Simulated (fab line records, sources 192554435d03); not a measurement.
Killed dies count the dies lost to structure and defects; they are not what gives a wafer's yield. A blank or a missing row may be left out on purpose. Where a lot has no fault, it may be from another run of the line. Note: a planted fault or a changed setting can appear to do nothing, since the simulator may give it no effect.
Lot-split experiment + flow n5Finfet + 7 lots, 21 wafers read, on a route of 1938 steps

## SPLIT DETAILS
At N5_BEOL_M6_ILD_DEP_00 (deposits SiCOH lowk from DEMS/porogen, target thk 179.75 nm, time 33.4 s), the setting tempC was moved away from the recipe's 300 C on 5 of the 21 wafers read, by -1.5% to +2.0%. This setting was run at the recipe's value on the other wafers.

Between the split and the reading, the file records no step.

## THE READING
SiCOH_lowk_of_BEOL_M6_ILD_DEP_00.thkNm (the simulator's own value, which no gauge read), in nm, at N5_BEOL_M6_CURE_74 (cures SiCOH lowk, time 240 s). There is no usual value for it anywhere in the file. Here, 16 wafers ran the recipe; their average is 155.5 nm with a standard deviation of 2.1 nm.

| wafer  | tool, chamber at the split | tempC as run, C | against the recipe | SiCOH_lowk_of_BEOL_M6_ILD_DEP_00.thkNm, nm | against lot-mates on the recipe |
|--------|----------------------------|-----------------|--------------------|--------------------------------------------|---------------------------------|
| L076.1 | pecvd-01, 1                | 300             | recipe             | 155.2                                      | -                               |
| L076.4 | pecvd-01, 0                | 304.2           | +1.4%              | 150                                        | -5.2                            |
| L076.5 | pecvd-01, 1                | 304.2           | +1.4%              | 151.2                                      | -4.0                            |
| L075.2 | pecvd-01, 0                | 300             | recipe             | 153.4                                      | -                               |
| L075.3 | pecvd-01, 2                | 300             | recipe             | 151.8                                      | -                               |
| L075.4 | pecvd-01, 1                | 300             | recipe             | 156.4                                      | -                               |
| L078.1 | pecvd-04, 0                | 300             | recipe             | 153.4                                      | -                               |
| L078.4 | pecvd-04, 0                | 300             | recipe             | 154                                        | -                               |
| L078.6 | pecvd-04, 2                | 300             | recipe             | 156.2                                      | -                               |
| L084.1 | pecvd-03, 0                | 300             | recipe             | 158.2                                      | -                               |
| L084.2 | pecvd-03, 2                | 300             | recipe             | 156.6                                      | -                               |
| L084.5 | pecvd-03, 0                | 300             | recipe             | 159.8                                      | -                               |
| L090.1 | pecvd-04, 1                | 300             | recipe             | 152.6                                      | -                               |
| L090.2 | pecvd-04, 0                | 295.4           | -1.5%              | 158.4                                      | +5.8                            |
| L090.4 | pecvd-04, 2                | 295.4           | -1.5%              | 160                                        | +7.4                            |
| L094.1 | pecvd-01, 2                | 300             | recipe             | 154.4                                      | -                               |
| L094.3 | pecvd-01, 2                | 300             | recipe             | 155.8                                      | -                               |
| L094.5 | pecvd-01, 0                | 300             | recipe             | 157                                        | -                               |
| L095.1 | pecvd-01, 2                | 305.9           | +2.0%              | 149.2                                      | -7.6                            |
| L095.2 | pecvd-01, 0                | 300             | recipe             | 155.4                                      | -                               |
| L095.6 | pecvd-01, 1                | 300             | recipe             | 158.2                                      | -                               |

FIT RESULTS
A straight line over all 21 wafers: SiCOH_lowk_of_BEOL_M6_ILD_DEP_00.thkNm changes by -2.98 nm for each +1% of tempC; r = -0.77; the points scatter about the line by 2 nm.
The same after taking each lot's own level away (the mean of its wafers on the recipe; 21 wafers): -3.87 nm for each +1%; r = -0.92; scatter 1.3 nm.
Per that fit: largest tempC move, reading shift of 7.6 nm.
Across the lots, their own levels run from 152.60 to 158.20 nm, a range of 2.6 times the standard deviation given above.
So the lot-to-lot level blurs the effect unless lot-mates are compared.
Check: with one of the wafers moved furthest among these (+2.0%) left out of the fit, the line predicts -7.4 nm for it against its lot-mates. It came out at -7.6 nm against them.

## OTHER SPLITS APPLIED TO THESE WAFERS
Other splits were also applied to these wafers ahead of the reading. Each is held against what the fit with the lots' levels taken away leaves over:
| other split on the same wafers  | wafers away from the commonest value | r with SiCOH_lowk_of_BEOL_M6_ILD_DEP_00.thkNm (lot level and that fit taken away) |
|---------------------------------|--------------------------------------|-----------------------------------------------------------------------------------|
| N5_BEOL_M3_ETCH_77 h2FlowSccm   | 10                                   | +0.08                                                                             |
| N5_BEOL_M4_ETCH_64 biasW        | 9                                    | -0.06                                                                             |
| N5_BEOL_M4_COAT_67 spinRpm      | 8                                    | +0.33                                                                             |
| N5_BEOL_M4_DEP_57 timeS         | 7                                    | +0.21                                                                             |
| N5_BEOL_M5_HM_DEP_02 targetThkA | 7                                    | +0.01                                                                             |
| N5_BEOL_M5_COAT_59 spinRpm      | 7                                    | +0.27                                                                             |

## THE WHOLE CHAIN: every reading that the file lists as answering this split, in the file's order
| step                  | what it does                                                             | reading                                                                                 | change (the file's fit)              | r (the file's) |
|-----------------------|--------------------------------------------------------------------------|-----------------------------------------------------------------------------------------|--------------------------------------|----------------|
| N5_BEOL_M6_ILD_DEP_00 | deposits SiCOH lowk from DEMS/porogen, target thk 179.75 nm, time 33.4 s | SiCOH_lowk_of_BEOL_M6_ILD_DEP_00.thkNm (the simulator's own value, which no gauge read) | -4.42 nm for each +1% of the setting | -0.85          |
| N5_BEOL_M6_CURE_74    | cures SiCOH lowk, time 240 s                                             | SiCOH_lowk_of_BEOL_M6_ILD_DEP_00.thkNm (the simulator's own value, which no gauge read) | -3.85 nm for each +1% of the setting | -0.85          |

## THE FILE'S OWN FIT
SiCOH_lowk_of_BEOL_M6_ILD_DEP_00.thkNm changes by -3.85 nm for each +1% of tempC, r = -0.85.
